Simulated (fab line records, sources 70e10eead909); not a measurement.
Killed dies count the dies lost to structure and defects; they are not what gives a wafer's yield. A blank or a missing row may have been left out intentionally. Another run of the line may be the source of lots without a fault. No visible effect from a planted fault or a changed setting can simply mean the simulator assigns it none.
The tool behind it: which one? / flow nand_harc / 11 lots with 33 wafers sampled at 6 steps, on a route of 1159 steps

WHAT THE GAUGES SHOWED, per wafer
NHARC_P_ZERO_WELL_CD_MEAS_52: the cd target is 2000 nm.
lot=L151; measured=day 1 23:42; on=cd_sem-02; cd_nm (nm)=2000.2 1998.8 1998.7
lot=L154; measured=day 2 17:40; on=cd_sem-03; cd_nm (nm)=1999.8 1998.8 2001.2
lot=L159; measured=day 3 23:45; on=cd_sem-03; cd_nm (nm)=1997.8 1998.7 1999.8
lot=L160; measured=day 4 05:56; on=cd_sem-01; cd_nm (nm)=2000.5 2001.4 2000.5
lot=L161; measured=day 4 11:41; on=cd_sem-01; cd_nm (nm)=2000.5 1998.7 2001.1
lot=L162; measured=day 4 17:39; on=cd_sem-01; cd_nm (nm)=- - -
lot=L166; measured=day 5 17:38; on=cd_sem-01; cd_nm (nm)=1997.8 1999.3 1997.6
lot=L168; measured=day 6 05:42; on=cd_sem-03; cd_nm (nm)=2001.2 1999.0 2000.1
lot=L170; measured=day 6 17:48; on=cd_sem-01; cd_nm (nm)=2000.4 2000.0 1998.5
lot=L172; measured=day 7 05:47; on=cd_sem-01; cd_nm (nm)=1999.2 1999.9 1999.2
lot=L173; measured=day 7 11:47; on=cd_sem-02; cd_nm (nm)=1999.0 2000.9 1998.7

NHARC_END_SORT_01.
lot=L159; measured=day 21 18:07; on=prober-02; killed_at_array=24 16 17; killed_at_other=0 1 2; killed_at_periphery=1 1 0; killed_dies=25 18 19; killed_open=4 2 1; killed_short=3 3 0
lot=L160; measured=day 22 01:08; on=prober-01; killed_at_array=15 19 18; killed_at_other=1 0 0; killed_at_periphery=1 1 2; killed_dies=17 20 20; killed_open=3 2 1; killed_short=2 3 0
lot=L161; measured=day 22 00:26; on=prober-02; killed_at_array=43 30 31; killed_at_other=0 2 0; killed_at_periphery=1 2 3; killed_dies=44 34 34; killed_open=3 0 4; killed_short=1 1 0
lot=L162; measured=day 22 13:28; on=prober-02; killed_at_array=26 26 23; killed_at_other=0 1 1; killed_at_periphery=651 650 653; killed_dies=677 677 677; killed_open=4 8 4; killed_short=2 1 1

EACH LOT AND THE TOOL THAT RAN IT (in order: tool; ch and the chambers of the sampled wafers; start)
lot=L151; NHARC_P_ZERO_WELL_DESCUM_39=rie_diel-01 ch 0,3, day 1 22:13; NHARC_P_ZERO_WELL_EXPOSE_49=krf_scanner-04 ch 0, day 1 23:33; NHARC_P_ZERO_WELL_DESCUM_54=rie_diel-05 ch 0,2,3, day 1 23:54; NHARC_P_STI_ETCH_31=rie_diel-12 ch 0,2,3, no start
lot=L154; NHARC_P_ZERO_WELL_DESCUM_39=rie_diel-01 ch 0,1,2, day 2 16:12; NHARC_P_ZERO_WELL_EXPOSE_49=krf_scanner-03 ch 0, day 2 17:31; NHARC_P_ZERO_WELL_DESCUM_54=rie_diel-05 ch 0,1,3, day 2 17:50; NHARC_P_STI_ETCH_31=rie_diel-12 ch 0,2, no start
lot=L159; NHARC_P_ZERO_WELL_DESCUM_39=rie_diel-03 ch 0,1,3, day 3 22:17; NHARC_P_ZERO_WELL_EXPOSE_49=krf_scanner-04 ch 0, day 3 23:36; NHARC_P_ZERO_WELL_DESCUM_54=rie_diel-01 ch 1,2,3, day 3 23:55; NHARC_P_STI_ETCH_31=rie_diel-12 ch 1,2,3, day 21 18:07 or earlier
lot=L160; NHARC_P_ZERO_WELL_DESCUM_39=rie_diel-01 ch 0,1, day 4 04:29; NHARC_P_ZERO_WELL_EXPOSE_49=krf_scanner-03 ch 0, day 4 05:47; NHARC_P_ZERO_WELL_DESCUM_54=rie_diel-01 ch 1,2, day 4 06:07; NHARC_P_STI_ETCH_31=rie_diel-06 ch 1,2,3, day 22 01:08 or earlier
lot=L161; NHARC_P_ZERO_WELL_DESCUM_39=rie_diel-03 ch 0,1,3, day 4 10:21; NHARC_P_ZERO_WELL_EXPOSE_49=krf_scanner-03 ch 0, day 4 11:32; NHARC_P_ZERO_WELL_DESCUM_54=rie_diel-05 ch 1,2, day 4 11:53; NHARC_P_STI_ETCH_31=rie_diel-12 ch 1,2,3, day 22 00:26 or earlier
lot=L162; NHARC_P_ZERO_WELL_DESCUM_39=rie_diel-01 ch 0,1,3, day 4 16:19; NHARC_P_ZERO_WELL_EXPOSE_49=krf_scanner-03 ch 0, day 4 17:29; NHARC_P_ZERO_WELL_DESCUM_54=rie_diel-05 ch 1,3, day 4 17:49; NHARC_P_STI_ETCH_31=-
lot=L166; NHARC_P_ZERO_WELL_DESCUM_39=rie_diel-01 ch 1,2,3, day 5 16:17; NHARC_P_ZERO_WELL_EXPOSE_49=krf_scanner-03 ch 0, day 5 17:28; NHARC_P_ZERO_WELL_DESCUM_54=rie_diel-05 ch 1,2,3, day 5 17:49; NHARC_P_STI_ETCH_31=rie_diel-06 ch 0,2,3, no start
lot=L168; NHARC_P_ZERO_WELL_DESCUM_39=rie_diel-05 ch 1,3, day 6 04:20; NHARC_P_ZERO_WELL_EXPOSE_49=krf_scanner-03 ch 0, day 6 05:33; NHARC_P_ZERO_WELL_DESCUM_54=rie_diel-01 ch 1,3, day 6 05:52; NHARC_P_STI_ETCH_31=rie_diel-04 ch 1,2,3, no start
lot=L170; NHARC_P_ZERO_WELL_DESCUM_39=rie_diel-05 ch 1,2,3, day 6 16:19; NHARC_P_ZERO_WELL_EXPOSE_49=krf_scanner-03 ch 0, day 6 17:39; NHARC_P_ZERO_WELL_DESCUM_54=rie_diel-01 ch 0,1, day 6 17:58; NHARC_P_STI_ETCH_31=rie_diel-12 ch 0,1,2, no start
lot=L172; NHARC_P_ZERO_WELL_DESCUM_39=rie_diel-05 ch 2,3, day 7 04:16; NHARC_P_ZERO_WELL_EXPOSE_49=krf_scanner-03 ch 0, day 7 05:38; NHARC_P_ZERO_WELL_DESCUM_54=rie_diel-05 ch 1,3, day 7 05:59; NHARC_P_STI_ETCH_31=rie_diel-04 ch 1,2,3, no start
lot=L173; NHARC_P_ZERO_WELL_DESCUM_39=rie_diel-01 ch 1,2,3, day 7 10:25; NHARC_P_ZERO_WELL_EXPOSE_49=krf_scanner-03 ch 0, day 7 11:37; NHARC_P_ZERO_WELL_DESCUM_54=rie_diel-01 ch 2,3, day 7 11:57; NHARC_P_STI_ETCH_31=rie_diel-04 ch 0,1, no start
- NHARC_P_ZERO_WELL_DESCUM_39: chemistry O2, time 3 s.
- NHARC_P_ZERO_WELL_EXPOSE_49: exposes mask P HVPW, target cd 2000 nm.
- NHARC_P_ZERO_WELL_DESCUM_54: chemistry O2, time 3 s.
- NHARC_P_STI_ETCH_31: etches the open film in CF4/CHF3, target depth 108.9 nm, time 54.5 s.

AS READ BY THE TOOLS THEMSELVES (means over the sampled wafers that have a number; for cases with no such wafer, the mark the record gives instead)
NHARC_P_ZERO_WELL_DESCUM_39.
lot=L151; tool=rie_diel-01; drypump_motor_current_A (A)=6.6; oes_product_au (a.u.)=1.000; rf_vpp_V (V)=57.5; showerhead_plenum_p_Torr (Torr)=1.86; throttle_valve_pct (%)=11.310
lot=L154; tool=rie_diel-01; drypump_motor_current_A (A)=5.7; oes_product_au (a.u.)=1.009; rf_vpp_V (V)=57.4; showerhead_plenum_p_Torr (Torr)=1.98; throttle_valve_pct (%)=11.304
lot=L159; tool=rie_diel-03; drypump_motor_current_A (A)=5.7; oes_product_au (a.u.)=1.010; rf_vpp_V (V)=57.5; showerhead_plenum_p_Torr (Torr)=1.84; throttle_valve_pct (%)=11.315
lot=L160; tool=rie_diel-01; drypump_motor_current_A (A)=6.0; oes_product_au (a.u.)=1.008; rf_vpp_V (V)=58.3; showerhead_plenum_p_Torr (Torr)=1.96; throttle_valve_pct (%)=11.314
lot=L161; tool=rie_diel-03; drypump_motor_current_A (A)=5.7; oes_product_au (a.u.)=0.998; rf_vpp_V (V)=57.2; showerhead_plenum_p_Torr (Torr)=1.84; throttle_valve_pct (%)=11.319
lot=L162; tool=rie_diel-01; drypump_motor_current_A (A)=6.2; oes_product_au (a.u.)=0.995; rf_vpp_V (V)=57.6; showerhead_plenum_p_Torr (Torr)=1.89; throttle_valve_pct (%)=11.306
lot=L166; tool=rie_diel-01; drypump_motor_current_A (A)=5.8; oes_product_au (a.u.)=1.006; rf_vpp_V (V)=57.6; showerhead_plenum_p_Torr (Torr)=1.91; throttle_valve_pct (%)=11.311
lot=L168; tool=rie_diel-05; drypump_motor_current_A (A)=5.8; oes_product_au (a.u.)=1.007; rf_vpp_V (V)=58.4; showerhead_plenum_p_Torr (Torr)=1.89; throttle_valve_pct (%)=11.315
lot=L170; tool=rie_diel-05; drypump_motor_current_A (A)=5.9; oes_product_au (a.u.)=1.005; rf_vpp_V (V)=56.8; showerhead_plenum_p_Torr (Torr)=1.91; throttle_valve_pct (%)=11.312
lot=L172; tool=rie_diel-05; drypump_motor_current_A (A)=6.3; oes_product_au (a.u.)=0.997; rf_vpp_V (V)=58.2; showerhead_plenum_p_Torr (Torr)=1.95; throttle_valve_pct (%)=11.312
lot=L173; tool=rie_diel-01; drypump_motor_current_A (A)=5.8; oes_product_au (a.u.)=1.002; rf_vpp_V (V)=57.6; showerhead_plenum_p_Torr (Torr)=1.91; throttle_valve_pct (%)=11.315

NHARC_P_ZERO_WELL_DESCUM_54.
lot=L151; tool=rie_diel-05; drypump_motor_current_A (A)=5.8; oes_product_au (a.u.)=1.001; rf_vpp_V (V)=57.9; showerhead_plenum_p_Torr (Torr)=1.92; throttle_valve_pct (%)=11.310
lot=L154; tool=rie_diel-05; drypump_motor_current_A (A)=5.4; oes_product_au (a.u.)=1.001; rf_vpp_V (V)=57.0; showerhead_plenum_p_Torr (Torr)=1.85; throttle_valve_pct (%)=11.317
lot=L159; tool=rie_diel-01; drypump_motor_current_A (A)=5.8; oes_product_au (a.u.)=1.007; rf_vpp_V (V)=58.1; showerhead_plenum_p_Torr (Torr)=1.91; throttle_valve_pct (%)=11.306
lot=L160; tool=rie_diel-01; drypump_motor_current_A (A)=5.4; oes_product_au (a.u.)=1.008; rf_vpp_V (V)=58.5; showerhead_plenum_p_Torr (Torr)=1.95; throttle_valve_pct (%)=11.311
lot=L161; tool=rie_diel-05; drypump_motor_current_A (A)=5.6; oes_product_au (a.u.)=1.005; rf_vpp_V (V)=58.0; showerhead_plenum_p_Torr (Torr)=1.87; throttle_valve_pct (%)=11.312
lot=L162; tool=rie_diel-05; drypump_motor_current_A (A)=5.8; oes_product_au (a.u.)=1.006; rf_vpp_V (V)=57.6; showerhead_plenum_p_Torr (Torr)=1.89; throttle_valve_pct (%)=11.315
lot=L166; tool=rie_diel-05; drypump_motor_current_A (A)=5.9; oes_product_au (a.u.)=1.003; rf_vpp_V (V)=57.3; showerhead_plenum_p_Torr (Torr)=1.91; throttle_valve_pct (%)=11.306
lot=L168; tool=rie_diel-01; drypump_motor_current_A (A)=6.3; oes_product_au (a.u.)=1.008; rf_vpp_V (V)=56.9; showerhead_plenum_p_Torr (Torr)=1.83; throttle_valve_pct (%)=11.317
lot=L170; tool=rie_diel-01; drypump_motor_current_A (A)=5.8; oes_product_au (a.u.)=1.000; rf_vpp_V (V)=57.2; showerhead_plenum_p_Torr (Torr)=1.93; throttle_valve_pct (%)=11.307
lot=L172; tool=rie_diel-05; drypump_motor_current_A (A)=5.4; oes_product_au (a.u.)=1.001; rf_vpp_V (V)=57.9; showerhead_plenum_p_Torr (Torr)=1.84; throttle_valve_pct (%)=11.308
lot=L173; tool=rie_diel-01; drypump_motor_current_A (A)=6.2; oes_product_au (a.u.)=1.003; rf_vpp_V (V)=57.0; showerhead_plenum_p_Torr (Torr)=1.87; throttle_valve_pct (%)=11.309

NHARC_P_STI_ETCH_31.
lot=L151; tool=rie_diel-12; chf3_flow_sccm (sccm)=29.99; drypump_motor_current_A (A)=6.1; oes_product_au (a.u.)=0.964; rf_vpp_V (V)=371.4; showerhead_plenum_p_Torr (Torr)=1.61; throttle_valve_pct (%)=16.799
lot=L154; tool=rie_diel-12; chf3_flow_sccm (sccm)=30.04; drypump_motor_current_A (A)=6.3; oes_product_au (a.u.)=0.918; rf_vpp_V (V)=373.2; showerhead_plenum_p_Torr (Torr)=1.64; throttle_valve_pct (%)=16.799
lot=L159; tool=rie_diel-12; chf3_flow_sccm (sccm)=29.97; drypump_motor_current_A (A)=5.8; oes_product_au (a.u.)=0.942; rf_vpp_V (V)=371.2; showerhead_plenum_p_Torr (Torr)=1.58; throttle_valve_pct (%)=16.791
lot=L160; tool=rie_diel-06; chf3_flow_sccm (sccm)=30.03; drypump_motor_current_A (A)=5.9; oes_product_au (a.u.)=0.962; rf_vpp_V (V)=370.7; showerhead_plenum_p_Torr (Torr)=1.59; throttle_valve_pct (%)=16.817
lot=L161; tool=rie_diel-12; chf3_flow_sccm (sccm)=30.03; drypump_motor_current_A (A)=5.8; oes_product_au (a.u.)=0.969; rf_vpp_V (V)=370.8; showerhead_plenum_p_Torr (Torr)=1.58; throttle_valve_pct (%)=16.797
lot=L166; tool=rie_diel-06; chf3_flow_sccm (sccm)=29.88; drypump_motor_current_A (A)=6.0; oes_product_au (a.u.)=0.966; rf_vpp_V (V)=371.8; showerhead_plenum_p_Torr (Torr)=1.64; throttle_valve_pct (%)=16.795
lot=L168; tool=rie_diel-04; chf3_flow_sccm (sccm)=29.94; drypump_motor_current_A (A)=6.0; oes_product_au (a.u.)=0.961; rf_vpp_V (V)=368.5; showerhead_plenum_p_Torr (Torr)=1.51; throttle_valve_pct (%)=16.807
lot=L170; tool=rie_diel-12; chf3_flow_sccm (sccm)=29.89; drypump_motor_current_A (A)=6.1; oes_product_au (a.u.)=0.966; rf_vpp_V (V)=371.8; showerhead_plenum_p_Torr (Torr)=1.61; throttle_valve_pct (%)=16.801
lot=L172; tool=rie_diel-04; chf3_flow_sccm (sccm)=30.06; drypump_motor_current_A (A)=6.0; oes_product_au (a.u.)=0.962; rf_vpp_V (V)=368.1; showerhead_plenum_p_Torr (Torr)=1.51; throttle_valve_pct (%)=16.799
lot=L173; tool=rie_diel-04; chf3_flow_sccm (sccm)=29.92; drypump_motor_current_A (A)=5.1; oes_product_au (a.u.)=0.962; rf_vpp_V (V)=370.8; showerhead_plenum_p_Torr (Torr)=1.60; throttle_valve_pct (%)=16.803

THE ANSWER, worked out from the rows above alone
Rule: usual is defined by the lots themselves. Put in order of their means at a reading, lots are off if they are a third of the lots or fewer, leave a main group of 4 or more, and stand apart from it by a gap of 3 or more times the standard deviation of the main group's means; of several such gaps the widest counts. A main group whose means are all the same, to the digits that the tables above print for the reading, isn't used. A lot without any number at a reading at which 4 lots or more have one is off too. Any other lot the step has rows for is counted as sound. The gauges are gone through in route order, then the tools' own readings, and for those a lot's mean is taken as printed above. At the first step where some lot is off, the reading lying furthest off is the one used; lots without a number count as furthest.
Off, at NHARC_P_ZERO_WELL_CD_MEAS_52 on cd_nm: L162. Without a number there: L162. Main group: mean 1999.6 nm, sd 0.69.
A tool fits if, at a process step before that reading, it ran every lot that is off, and no sound lot after the first of them. The gauges at NHARC_P_ZERO_WELL_CD_MEAS_52 are tried like those tools. None of those tried fits.

WHAT THE SIMULATOR PUT IN
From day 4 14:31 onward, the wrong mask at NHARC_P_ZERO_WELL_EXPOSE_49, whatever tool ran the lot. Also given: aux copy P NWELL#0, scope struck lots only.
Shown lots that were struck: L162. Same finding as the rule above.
